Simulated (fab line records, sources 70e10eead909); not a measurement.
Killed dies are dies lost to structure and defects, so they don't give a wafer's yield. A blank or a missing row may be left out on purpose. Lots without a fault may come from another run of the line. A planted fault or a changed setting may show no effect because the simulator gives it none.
Chamber matching | flow nand_harc | NHARC_P_CONTACT_STRIP_28 on rie_diel-11: 4 sister chambers
The step strips in O2. 30 wafers are shown with their chamber, then 12 later ones without.

WAFERS WITH THEIR CHAMBER
wafer  | chamber | oes_product_au (a.u.) | rf_vpp_V (V) | throttle_valve_pct (%)
L074.1 | 1       | 0.993                 | 57.9         | 17.047
L074.5 | 2       | 1.008                 | 57.1         | 17.032
L074.6 | 3       | 0.995                 | 58.3         | 17.051
L075.1 | 1       | 0.990                 | 59.5         | 17.047
L075.3 | 2       | 0.990                 | 58.1         | 17.048
L075.6 | 0       | 0.993                 | 57.7         | 17.038
L078.1 | 0       | 0.982                 | 57.9         | 17.033
L078.5 | 1       | 0.987                 | 57.7         | 17.034
L078.6 | 2       | 0.997                 | 58.6         | 17.027
L079.1 | 1       | 0.995                 | 57.3         | 17.051
L079.2 | 3       | 0.996                 | 59.3         | 17.018
L079.6 | 3       | 0.992                 | 58.2         | 17.047
L080.1 | 0       | 1.002                 | 59.2         | 17.035
L080.3 | 3       | 0.986                 | 58.1         | 17.045
L080.5 | 0       | 1.003                 | 57.0         | 17.045
L081.2 | 0       | 1.002                 | 58.2         | 17.051
L081.3 | 3       | 0.987                 | 59.0         | 17.035
L081.6 | 1       | 0.996                 | 56.7         | 17.039
L083.1 | 1       | 0.995                 | 58.2         | 17.040
L083.2 | 2       | 1.014                 | 59.0         | 17.030
L083.6 | 2       | 1.011                 | 57.0         | 17.041
L085.1 | 3       | 1.006                 | 58.1         | 17.047
L085.2 | 2       | 1.013                 | 56.4         | 17.040
L085.3 | 0       | 0.990                 | 59.0         | 17.043
L086.1 | 0       | 0.998                 | 57.4         | 17.033
L086.2 | 1       | 0.986                 | 57.4         | 17.039
L086.5 | 0       | 0.989                 | 56.8         | 17.028
L089.1 | 1       | 1.008                 | 57.7         | 17.038
L089.4 | 2       | 0.999                 | 57.9         | 17.039
L089.6 | 1       | 1.009                 | 57.3         | 17.048

SIGNATURES (means of the wafers above)
reading            | chamber 0 | chamber 1 | chamber 2 | chamber 3 | scatter within a chamber
oes_product_au     | 0.99487   | 0.99544   | 1.00457   | 0.99367   | 0.00814
rf_vpp_V           | 57.900    | 57.744    | 57.729    | 58.500    | 0.804
throttle_valve_pct | 17.03825  | 17.04256  | 17.03671  | 17.04050  | 0.00819
Rule: a wafer's distance from a chamber is the root of the sum, over the readings, of the square of ((its reading less the chamber's mean) divided by the reading's scatter). The wafer belongs to the nearest chamber; if the next one is less than 2 further off, it can't be placed. The scatter: the root of (the sum of the squares of (reading less its chamber's mean) over the shown wafers, divided by (wafers less chambers)).

WAFERS WITHOUT THEIR CHAMBER
wafer  | oes_product_au (a.u.) | rf_vpp_V (V) | throttle_valve_pct (%)
L091.4 | 0.998                 | 57.5         | 17.035
L091.5 | 0.991                 | 57.3         | 17.051
L091.6 | 1.018                 | 59.7         | 17.034
L094.1 | 1.025                 | 56.5         | 17.040
L094.2 | 1.011                 | 58.4         | 17.043
L094.5 | 1.010                 | 58.6         | 17.038
L096.1 | 1.008                 | 58.2         | 17.036
L096.2 | 1.008                 | 58.1         | 17.029
L096.6 | 1.021                 | 57.9         | 17.032
L097.3 | 1.001                 | 57.4         | 17.057
L097.4 | 1.010                 | 57.9         | 17.040
L097.6 | 1.010                 | 57.6         | 17.033

WHICH CHAMBER EACH WENT THROUGH
wafer  | from the rows above               | in truth
L091.4 | can't be placed: 0 or 2 or 1 or 3 | 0
L091.5 | can't be placed: 1 or 0 or 3 or 2 | 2
L091.6 | can't be placed: 2 or 3 or 0 or 1 | 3
L094.1 | can't be placed: 2 or 1 or 0 or 3 | 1
L094.2 | can't be placed: 2 or 1 or 3 or 0 | 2
L094.5 | can't be placed: 2 or 3 or 0 or 1 | 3
L096.1 | can't be placed: 2 or 0 or 1 or 3 | 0
L096.2 | can't be placed: 2 or 0 or 1 or 3 | 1
L096.6 | can't be placed: 2 or 0 or 1 or 3 | 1
L097.3 | can't be placed: 1 or 0 or 2 or 3 | 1
L097.4 | can't be placed: 2 or 1 or 0 or 3 | 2
L097.6 | can't be placed: 2 or 0 or 1 or 3 | 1
Placed correctly: 0 of 12. Can't be placed from these rows: 12 (the true chamber is among the candidates in 12). Placed wrongly: 0.
